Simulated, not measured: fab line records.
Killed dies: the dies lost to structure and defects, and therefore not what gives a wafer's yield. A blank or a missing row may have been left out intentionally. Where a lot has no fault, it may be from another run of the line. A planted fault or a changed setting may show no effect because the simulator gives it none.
What tool caused it? | flow nand-harc | 6 lots, 18 wafers sampled, at 4 steps of a route of 1159

== WHAT THE GAUGES READ, wafer by wafer ==
NHARC_P_GATE_INSPECT_68.
lot  | measured     | on                | raw-defect-count
L824 | day 5 23:32  | defect-inspect-02 | 219 222 247
L830 | day 7 15:47  | defect-inspect-02 | 250 413 164
L832 | day 8 04:23  | defect-inspect-01 | 233 237 151
L834 | day 8 21:51  | defect-inspect-02 | 247 214 144
L837 | day 9 05:19  | defect-inspect-02 | 706 671 666
L841 | day 10 01:53 | defect-inspect-02 | 728 665 702

== WHICH TOOL RAN EACH LOT (tool, then ch and the chambers of the sampled wafers, then the start) ==
lot  | NHARC_P_GATE_ETCH_114             | NHARC_P_GATE_STRIP_111              | NHARC_P_GATE_STRIP_113
L824 | rie-diel-12 ch 0,1,3, day 5 05:00 | plasma-asher-02 ch 0,1, day 5 17:28 | plasma-asher-01 ch 0,1, day 5 20:56
L830 | rie-diel-12 ch 0,1,2, day 6 21:00 | plasma-asher-01 ch 0,1, day 7 09:26 | plasma-asher-01 ch 0,1, day 7 13:21
L832 | rie-diel-12 ch 0,1,2, day 7 10:00 | plasma-asher-02 ch 0, day 7 22:25   | plasma-asher-01 ch 0,1, day 8 01:58
L834 | rie-diel-12 ch 1,2,3, day 8 01:00 | plasma-asher-01 ch 0,1, day 8 15:51 | plasma-asher-01 ch 0,1, day 8 19:25
L837 | rie-diel-12 ch 0,1,3, day 8 11:00 | plasma-asher-01 ch 0,1, day 8 23:28 | plasma-asher-01 ch 0,1, day 9 02:58
L841 | rie-diel-12 ch 0,2, day 9 07:00   | plasma-asher-02 ch 0,1, day 9 19:55 | plasma-asher-01 ch 0,1, day 9 23:16
- NHARC_P_GATE_ETCH_114: etches the open film in CF4/O2, target depth 30 nm, overetch 3 nm, time 16.5 s.
- NHARC_P_GATE_STRIP_111: strips in N2/H2, time 250 s.
- NHARC_P_GATE_STRIP_113: strips in N2/H2, time 740 s.

== THE ANSWER, worked out from the rows above alone ==
Rule: the usual values come from the lots themselves. The widest of any qualifying gaps counts: lots, ordered by their means at a reading, are off when they make up no more than a third of the lots, leave a main group of 4 or more, and stand apart from it by 3 or more times the standard deviation of that group's means. A main group whose means are all the same, to the digits that the tables above print for the reading, isn't used. Also off: a lot with no number at a reading for which 4 or more lots have one. The other lots that the step has rows for count as sound.
Off, at NHARC_P_GATE_INSPECT_68 on raw-defect-count: L837, L841. Main group: mean 228, sd 29.
A tool fits if, at a process step before that reading, it ran every lot that is off, and no sound lot after the first of them. The gauges at NHARC_P_GATE_INSPECT_68 are tried like those tools. Can't be told from this: 3 tools fit, rie-diel-12 at NHARC_P_GATE_ETCH_114, plasma-asher-01 at NHARC_P_GATE_STRIP_113, defect-inspect-02 at NHARC_P_GATE_INSPECT_68.

== WHAT THE SIMULATOR HAD PUT IN ==
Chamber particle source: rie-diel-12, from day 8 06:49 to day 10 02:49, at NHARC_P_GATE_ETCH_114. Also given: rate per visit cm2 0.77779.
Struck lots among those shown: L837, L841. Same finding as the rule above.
